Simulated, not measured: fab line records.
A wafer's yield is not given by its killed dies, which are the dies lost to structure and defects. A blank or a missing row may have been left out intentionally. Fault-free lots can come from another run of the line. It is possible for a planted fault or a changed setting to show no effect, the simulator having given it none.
Matching of chambers ; flow n5 finfet ; 4 sister chambers for N5_GATE_CUT_ALD_22 on ald sin-01
The step deposits SiNx, target thk 16 nm, pulse time 1 s, ald cycles 320. 8 wafers are shown with their chamber, then 12 later ones without.

WAFERS WITH THEIR CHAMBER
wafer;chamber;heater power w (W);heater power outer w (W)
L080.2;0;821;514
L082.4;0;809;506
L084.4;3;858;499
L085.3;3;857;500
L085.6;2;753;484
L089.3;1;758;499
L089.4;2;769;492
L089.5;1;766;497

WAFERS WHOSE CHAMBER IS MISSING
wafer;heater power w (W);heater power outer w (W)
L091.1;833;528
L091.2;758;495
L091.4;758;490
L092.2;766;491
L092.3;883;500
L092.4;755;492
L094.2;877;501
L094.3;764;491
L094.5;743;495
L097.1;866;510
L097.3;738;487
L097.4;763;497

THE CHAMBER EACH PASSED THROUGH
wafer;from the rows above;in truth
L091.1;0;0
L091.2;can't be placed: 1 or 2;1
L091.4;can't be placed: 2 or 1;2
L092.2;can't be placed: 2 or 1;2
L092.3;3;3
L092.4;can't be placed: 2 or 1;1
L094.2;3;3
L094.3;can't be placed: 2 or 1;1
L094.5;can't be placed: 1 or 2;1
L097.1;3;3
L097.3;can't be placed: 2 or 1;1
L097.4;can't be placed: 1 or 2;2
Correctly placed: 4 of 12. From these rows, 8 cannot be placed; in 8 the true chamber is one of the candidates. 0 placed wrongly.
How it was worked out, from the rows above alone: a wafer's distance from a chamber is the root of the sum, over the readings, of the square of ((its reading less the chamber's mean) divided by the reading's scatter). If the next closest chamber is less than 2 further off than the closest, the wafer can't be placed; otherwise it belongs to the closest. The mean given for a chamber averages the wafers shown for that chamber. The scatter: take each reading less its chamber's mean, square it, sum over the shown wafers, divide by the number of wafers less the number of chambers, and take the root.
